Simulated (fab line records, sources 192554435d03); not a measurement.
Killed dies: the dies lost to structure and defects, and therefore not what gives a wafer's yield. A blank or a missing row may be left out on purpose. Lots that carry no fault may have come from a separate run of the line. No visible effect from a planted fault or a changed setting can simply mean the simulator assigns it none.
Which tool was responsible?	flow n5 finfet	12 lots with 36 wafers sampled at 2 steps, on a route of 1938 steps

## WHAT EACH GAUGE READ, for each wafer
N5_BEOL_M9_THK_MEAS_01.
lot	measured	on	M9_ILD_THK (nm)
L077	day 10 12:20	film metro-02	268 270 274
L079	day 10 21:52	film metro-02	268 266 271
L078	day 10 22:20	film metro-01	263 269 268
L082	day 12 09:07	film metro-01	262 261 268
L080	day 12 13:52	film metro-01	265 268 272
L085	day 12 20:01	film metro-02	264 266 274
L090	day 13 19:56	film metro-02	270 266 274
L088	day 14 13:16	film metro-01	266 265 271
L091	day 14 19:49	film metro-01	268 272 269
L094	day 16 08:12	film metro-02	269 269 276
L093	day 16 15:35	film metro-02	265 269 270
L095	day 17 01:08	film metro-01	268 269 268

## EACH LOT AND THE TOOL THAT RAN IT (in order: tool; ch and the chambers of the sampled wafers; start)
lot	N5_BEOL_M8_ETCH_65
L077	rie diel-04 ch 1,2, day 10 08:04
L079	rie diel-04 ch 2,3, day 10 18:13
L078	rie diel-01 ch 0,1,3, day 10 18:47
L082	rie diel-01 ch 0,2,3, day 12 05:31
L080	rie diel-03 ch 1,2,3, day 12 10:02
L085	rie diel-01 ch 0,3, day 12 15:23
L090	rie diel-01 ch 1,3, day 13 16:07
L088	rie diel-01 ch 1,2,3, day 14 09:17
L091	rie diel-03 ch 0,1,3, day 14 15:53
L094	rie diel-01 ch 1,2,3, day 16 03:13
L093	rie diel-04 ch 1,2,3, day 16 10:12
L095	rie diel-01 ch 1,3, day 16 21:03
- N5_BEOL_M8_ETCH_65: etches SiARC in CF4, target depth 15.6 nm, time 26 s.

## THE ANSWER, worked out from the rows above alone
Rule: the usual values come from the lots themselves. Put in order of their means at a reading, lots are off if they are a third of the lots or fewer, leave a main group of 4 or more, and stand apart from it by a gap of 3 or more times the standard deviation of the main group's means; of several such gaps the widest counts. A main group whose means are all the same, to the digits that the tables above print for the reading, isn't used. Also off: a lot with no number at a reading for which 4 or more lots have one. Any other lot the step has rows for is counted as sound.
Across all readings shown, no lot is off: no conclusion can be drawn from this.

## WHAT WAS PUT IN BY THE SIMULATOR
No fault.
